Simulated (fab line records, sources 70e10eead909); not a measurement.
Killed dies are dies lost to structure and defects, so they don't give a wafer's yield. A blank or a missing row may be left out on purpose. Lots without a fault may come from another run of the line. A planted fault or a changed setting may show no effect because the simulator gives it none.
A struck lot beside a sound one | flow nand_harc | 14 steps out of a route of 1302
Sound: wafers L813.2, L813.3, L813.6. Struck: wafers L821.2, L821.3, L821.4. The cause comes at the end.
At each step with rows: each side's tool, then ch and its chambers, then its first start. Under that, the readings that differ: sound wafers | struck wafers | difference of the means | sigmas: that difference in standard deviations of wafers without a fault.
alike: readings whose means differ by less than 2 such deviations, and words and numbers that are the same on both sides. not compared: withheld readings, readings that some wafer has no value for, bounds like >300 that may hide the same value, and numbers for which the record gives no deviation and whose values overlap.
The two part at a step that has a row with sigmas, a row that says differs or no value, or rows on one side only. Numbers that don't overlap but have no deviation are shown without sigmas and don't part them. A reading that every wafer of one side lacks parts them only if that side has two wafers or more.

first, 1 step without rows for these wafers: NHARC_A_CONTACT_STRIP_27 (strips in post etch residue remover, time 600 s).
NHARC_A_CONTACT_ALD_18: deposits TiN, target thk 3 nm, pulse time 1 s, ald cycles 150.
  sound on ald_metal-01 ch 0,1, day 27 20:39; struck on ald_metal-04 ch 0,1,3, day 31 12:22
  alike: heater_power_w, precursor_pulse_height_rel
NHARC_A_CONTACT_CVD_19: deposits W, target thk 300 nm, time 802 s.
  sound on cvd_w-02 ch 0,1; struck on cvd_w-02 ch 0,1
  alike: heater_power_w, throttle_valve_pct
NHARC_A_CONTACT_CMP_20: polishes, t overpolish 30 s, target thk 300 nm.
  sound on cmp-03 ch 0,1,3, day 27 21:43; struck on cmp-03 ch 0,2,3, day 31 13:28
  alike: edge_zone_pressure_frac, motor_current_A, overpolish_run_s, time_to_endpoint_s
then, 1 step without rows for these wafers: NHARC_A_CONTACT_SRD_22.
NHARC_A_CONTACT_INSPECT_23:
  sound on defect_inspect-02, day 27 22:07; struck on defect_inspect-02, day 31 13:52
  alike: raw_defect_count
then, 5 steps without rows for these wafers: NHARC_A_BLC_DEHYDRATE_00 (time 120 s); NHARC_A_BLC_HMDS_01 (time 30 s); NHARC_A_BLC_COAT_02 (time 75 s); NHARC_A_BLC_COAT_03 (time 65 s); NHARC_A_BLC_COAT_04 (resist thk 90 nm).
NHARC_A_BLC_SOFTBAKE_05: time 55 s.
  sound on litho_track-06 ch 0, day 27 22:00; struck on litho_track-01 ch 0, day 31 13:00
  reading                  | sound                | struck               | difference | sigmas
  heater_power_total_W (W) | 188.45 188.36 188.43 | 231.75 231.88 232.00 | +43.46     | +99 or more
  alike: resist_line_temp_C
then, 1 step without rows for these wafers: NHARC_A_BLC_EBR_06.
NHARC_END_SORT_01:
  the record has rows for the sound wafers here (prober-01 ch 0, day 29 18:53) and none for the struck ones

WHERE THEY PART
First at NHARC_A_BLC_SOFTBAKE_05; last, within this record, at NHARC_END_SORT_01.

WHY: what the simulator had put in
Process parameter drift: litho_track-01, from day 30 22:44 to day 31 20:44, at NHARC_A_BLC_SOFTBAKE_05. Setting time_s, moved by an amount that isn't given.
